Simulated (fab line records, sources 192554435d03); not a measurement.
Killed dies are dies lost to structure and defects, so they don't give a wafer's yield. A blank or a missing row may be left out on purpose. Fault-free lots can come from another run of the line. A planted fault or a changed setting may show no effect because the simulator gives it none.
2 desks looking at one fault    flow n5_finfet    only its own numbers are on each desk; what lay behind them is given at the end

FROM THE METROLOGY DESK
What the gauges read for every lot (on any tool): the sampled wafers with a number, averaged. If a lot's mean is further than 4 standard deviations from the usual mean, the lot is out of limits and carries the mark OUT (the distance appears in the brackets). Readings shown: 7 of its 12, picked as those furthest out on some lot.
Columns: A = DIBL_N at N5_BEOL_M4_RC_MEAS_101, usual 35.9 mV/V; B = DIBL_P at N5_BEOL_M4_RC_MEAS_101, usual 36.2 mV/V; C = IOFF_N at N5_BEOL_M4_RC_MEAS_101, usual 0.16 nA/um; D = IOFF_P at N5_BEOL_M4_RC_MEAS_101, usual 0.22 nA/um; E = SS_P at N5_BEOL_M4_RC_MEAS_101, usual 73.2 mV/dec; F = VT_N at N5_BEOL_M4_RC_MEAS_101, usual 250 mV; G = VT_P at N5_BEOL_M4_RC_MEAS_101, usual -250 mV
lot   first seen here  A     B     C     D     E     F    G
L201  day 6 05:52      35.9  35.4  0.16  0.24  73.6  249  -245
L202  day 6 10:26      35.3  36.0  0.14  0.19  73.6  251  -256
L206  day 7 10:23      36.4  36.8  0.16  0.25  73.1  248  -244
L214  day 9 13:17      37.6  38.5  0.21  0.24  74.3  245  -250
L215  day 10 00:55     38.5  38.9  0.19  0.27  74.3  247  -245
L216  day 10 00:59     38.0  39.0  0.20  0.26  73.7  247  -246
L218  day 10 20:57     35.2  33.8  0.15  0.20  72.6  249  -251
L219  day 10 23:11     36.7  36.4  0.16  0.23  73.4  248  -248
L220  day 11 06:58     35.6  35.8  0.13  0.15  73.0  251  -258
This desk's finding: nothing out of limits on any of the 9 lots.

DESK OF THE TOOL OWNER: rie_diel-02
The tool's own readings at N5_MOL_CONTACT_COAG_ETCH_124 (etches SiNx in CH3F/O2, stops on SiOC, target depth 6.5 nm): means of the sampled wafers that have a number, for each lot that ran on this tool. If a lot's mean is further than 4 standard deviations from the usual mean, the lot is out of limits and carries the mark OUT (the distance appears in the brackets). Readings shown: 7 out of 8 (the first out of limits, and those lying furthest out on some lot).
Columns: A = CH3F_flow_sccm at N5_MOL_CONTACT_COAG_ETCH_124, usual 30.01 sccm; B = bias_w at N5_MOL_CONTACT_COAG_ETCH_124, usual 73.03 W; C = chamber_pressure_mTorr at N5_MOL_CONTACT_COAG_ETCH_124, usual 30.00 mTorr; D = oes_product_au at N5_MOL_CONTACT_COAG_ETCH_124, usual 0.64 a.u.; E = rf_vpp_V at N5_MOL_CONTACT_COAG_ETCH_124, usual 297 V; F = showerhead_plenum_p_Torr at N5_MOL_CONTACT_COAG_ETCH_124, usual 2.00 Torr; G = throttle_valve_pct at N5_MOL_CONTACT_COAG_ETCH_124, usual 16.37 %
lot   first seen here  A      B                C      D     E    F     G
L201  day 6 06:50      30.00  72.90            30.03  0.71  296  1.99  16.25
L206  day 7 11:27      30.05  75.45 (+11) OUT  30.01  0.70  304  1.99  16.28
L216  day 10 02:10     30.05  72.98            30.04  0.72  301  1.91  16.30
L218  day 10 22:24     30.13  73.21            29.98  0.70  301  1.91  16.33
This desk's finding: out of limits on L206; first on L206, day 7 11:27 (bias_w at N5_MOL_CONTACT_COAG_ETCH_124). In limits: L201, L216, L218.

BROUGHT TOGETHER
An alarm could have come from the tool owner's desk at day 7 11:27, on L206.
From the metrology desk's view, nothing was out of limits.
The metrology desk has L206 on record, within its limits.
On rie_diel-02, each named lot ran N5_MOL_CONTACT_COAG_ETCH_124.

WHAT THE SIMULATOR HAD PUT IN
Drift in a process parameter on rie_diel-02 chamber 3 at N5_MOL_CONTACT_COAG_ETCH_124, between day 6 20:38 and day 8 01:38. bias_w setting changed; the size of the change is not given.
Shown lots that were struck: L206.
Each desk's first reading out of limits, in hours after the fault started: the tool owner's desk, 15.
